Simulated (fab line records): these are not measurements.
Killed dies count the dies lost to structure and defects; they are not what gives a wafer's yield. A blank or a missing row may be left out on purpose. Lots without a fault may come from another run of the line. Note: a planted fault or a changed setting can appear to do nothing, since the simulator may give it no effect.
Matching of chambers    flow n5-finfet    N5_BEOL_M0_SAQP_PECVD_96 on pecvd-01: 3 sister chambers
The step deposits a-Si from SiH4/He, target thk 45 nm, time 45.2 s. 6 wafers are shown with their chamber, then 7 later ones without.

EACH WAFER AND ITS CHAMBER
wafer   chamber  showerhead-vpp-V (V)  showerhead-plenum-p-Torr (Torr)
L078.5  0        594                   5.77
L087.4  0        602                   5.78
L087.5  2        639                   5.68
L087.6  1        685                   5.79
L088.1  2        636                   5.69
L088.2  1        684                   5.76

WAFERS WHOSE CHAMBER IS MISSING
wafer   showerhead-vpp-V (V)  showerhead-plenum-p-Torr (Torr)
L088.6  645                   5.69
L093.1  648                   5.68
L093.3  674                   5.77
L093.5  633                   5.68
L097.2  649                   5.67
L097.3  604                   5.78
L097.4  650                   5.69

WHICH CHAMBER EACH WENT THROUGH
wafer   from the rows above  in truth
L088.6  2                    2
L093.1  2                    2
L093.3  1                    1
L093.5  2                    2
L097.2  2                    2
L097.3  0                    0
L097.4  2                    2
Placed correctly: 7 of 7. Not placeable from these rows: 0. Placed wrongly: 0.
How it was worked out, from the rows above alone: a wafer's distance from a chamber is the root of the sum, over the readings, of the square of ((its reading less the chamber's mean) divided by the reading's scatter). The wafer belongs to the nearest chamber; if the next one is less than 2 further off, it can't be placed. Each chamber's mean is taken over the wafers shown for it. How the scatter is found: for the shown wafers, subtract from each reading the mean of its chamber, square and add these, divide the total by (wafers less chambers), then take the root.
